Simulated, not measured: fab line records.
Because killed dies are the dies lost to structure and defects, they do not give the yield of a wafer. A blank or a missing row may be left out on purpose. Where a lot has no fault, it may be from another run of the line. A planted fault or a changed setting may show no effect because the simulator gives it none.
Chamber matching -- flow n5-finfet -- N5_BEOL_M1_STRIP_19 on rie-diel-03: 4 sister chambers
The step strips in O2. 4 wafers are shown with their chamber, then 8 later ones without.

## EACH WAFER AND ITS CHAMBER
wafer,chamber,showerhead-plenum-p-Torr (Torr)
L084.6,0,2.09
L083.6,2,2.12
L086.3,1,2.00
L089.1,3,2.23

## WAFERS WITHOUT THEIR CHAMBER
wafer,showerhead-plenum-p-Torr (Torr)
L089.2,2.00
L089.4,2.09
L092.4,2.00
L092.5,2.09
L092.6,2.23
L096.1,2.08
L096.3,1.99
L096.4,2.11

## WHICH CHAMBER EACH ONE RAN IN
wafer,from the rows above,in truth
L089.2,1,1
L089.4,0,0
L092.4,1,1
L092.5,0,0
L092.6,3,3
L096.1,0,0
L096.3,1,1
L096.4,can't be placed: 2 or 0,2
7 of 8 placed correctly. Cannot be placed on the basis of these rows: 1; the candidates contain the true chamber in 1. 0 placed wrongly.
How it was worked out, from the rows above alone: a wafer's distance from a chamber is the root of the sum, over the readings, of the square of ((its reading less the chamber's mean) divided by the reading's scatter). The wafer belongs to the nearest chamber; if the next one is less than 2 further off, it can't be placed. The mean given for a chamber averages the wafers shown for that chamber. The scatter (one wafer shown for each chamber): square how far every hidden wafer sits from the nearest shown wafer, average those squares and take the square root.
